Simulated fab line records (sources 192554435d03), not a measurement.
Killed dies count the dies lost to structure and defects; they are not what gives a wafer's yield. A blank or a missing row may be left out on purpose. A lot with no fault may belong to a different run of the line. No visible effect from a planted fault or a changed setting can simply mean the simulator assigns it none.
Matching of chambers	flow n5 finfet	N5_BEOL_M4_ETCH_64 on rie diel-02: 4 sister chambers
The step etches SOC in N2/H2, target depth 75 nm, overetch 22.5 nm, time 121.9 s. 4 wafers are shown with their chamber, then 10 later ones without.

== WAFERS PAIRED WITH THEIR CHAMBERS ==
wafer	chamber	showerhead plenum p Torr (Torr)
L090.1	2	2.48
L090.6	1	2.64
L091.1	3	2.45
L091.3	0	2.33

== WAFERS WITHOUT THEIR CHAMBER ==
wafer	showerhead plenum p Torr (Torr)
L091.5	2.33
L092.1	2.47
L092.2	2.45
L092.6	2.47
L096.2	2.47
L096.3	2.63
L096.5	2.47
L097.1	2.47
L097.3	2.44
L097.5	2.32

== WHICH CHAMBER EACH WENT THROUGH ==
wafer	from the rows above	in truth
L091.5	0	0
L092.1	can't be placed: 2 or 3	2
L092.2	3	3
L092.6	can't be placed: 2 or 3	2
L096.2	can't be placed: 2 or 3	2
L096.3	1	1
L096.5	can't be placed: 2 or 3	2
L097.1	can't be placed: 2 or 3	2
L097.3	3	3
L097.5	0	0
5 of 10 placed correctly. Can't be placed from these rows: 5 (the true chamber is among the candidates in 5). Wrongly placed: 0.
How it was worked out, from the rows above alone: a wafer's distance from a chamber is the root of the sum, over the readings, of the square of ((its reading less the chamber's mean) divided by the reading's scatter). If the next closest chamber is less than 2 further off than the closest, the wafer can't be placed; otherwise it belongs to the closest. For every chamber, the mean is computed from those of its wafers that are shown. The scatter: root of mean squared gap, hidden wafer to nearest shown wafer, with one shown wafer a chamber.
